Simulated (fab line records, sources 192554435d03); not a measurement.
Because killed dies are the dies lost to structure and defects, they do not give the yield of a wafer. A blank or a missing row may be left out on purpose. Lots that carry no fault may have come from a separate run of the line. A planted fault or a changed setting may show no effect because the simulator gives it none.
Chamber matching    flow n5Finfet    N5_BEOL_M4_ETCH_74 on rieDiel-01: 4 sister chambers
The step etches underlayer in N2/H2, target depth 6.5 nm, time 5.2 s. 16 wafers are shown with their chamber, then 8 later ones without.

== WAFERS PAIRED WITH THEIR CHAMBERS ==
wafer   chamber  drypumpMotorCurrentA (A)  showerheadPlenumPTorr (Torr)  throttleValvePct (%)
L075.2  3        6.7                       2.60                          18.01
L075.5  0        5.9                       2.44                          17.80
L075.6  3        6.7                       2.60                          17.99
L077.1  1        6.2                       2.59                          18.07
L077.4  0        5.9                       2.44                          17.86
L077.5  1        6.2                       2.59                          18.04
L078.3  0        5.9                       2.43                          17.84
L078.4  1        6.2                       2.59                          18.05
L078.5  2        5.6                       2.46                          18.07
L082.2  0        5.9                       2.43                          17.89
L082.4  2        5.6                       2.46                          18.10
L082.5  2        5.6                       2.46                          18.11
L083.1  1        6.1                       2.58                          18.06
L083.4  2        5.6                       2.45                          18.11
L083.5  3        6.7                       2.59                          17.99
L085.2  0        5.9                       2.42                          17.86

SIGNATURES (averages over the wafers above)
reading                chamber 0  chamber 1  chamber 2  chamber 3  scatter within a chamber
drypumpMotorCurrentA   5.900      6.175      5.600      6.700      0.025
showerheadPlenumPTorr  2.4320     2.5875     2.4575     2.5967     0.00643
throttleValvePct       17.8500    18.0550    18.0975    17.9967    0.0228
Rule: a wafer lies at a distance from a chamber equal to the root of the sum of squares, over the readings, of (its reading less the chamber's mean, divided by the reading's scatter). The wafer belongs to the nearest chamber; if the next one is less than 2 further off, it can't be placed. The scatter is the square root of a quotient: the sum, over the shown wafers, of each reading's squared deviation from its chamber's mean, divided by wafers minus chambers.

== WAFERS WITHOUT THEIR CHAMBER ==
wafer   drypumpMotorCurrentA (A)  showerheadPlenumPTorr (Torr)  throttleValvePct (%)
L085.3  5.6                       2.45                          18.10
L085.4  6.7                       2.59                          18.03
L087.1  6.2                       2.58                          18.10
L087.5  5.9                       2.42                          17.90
L087.6  6.7                       2.59                          18.04
L088.1  6.2                       2.57                          18.13
L088.2  5.9                       2.42                          17.89
L088.5  5.9                       2.42                          17.90

== THE CHAMBER EACH PASSED THROUGH ==
wafer   from the rows above  in truth
L085.3  2                    2
L085.4  3                    3
L087.1  1                    1
L087.5  0                    0
L087.6  3                    3
L088.1  1                    1
L088.2  0                    0
L088.5  0                    0
8 of 8 placed correctly. Number that these rows cannot place: 0. Number placed wrongly: 0.
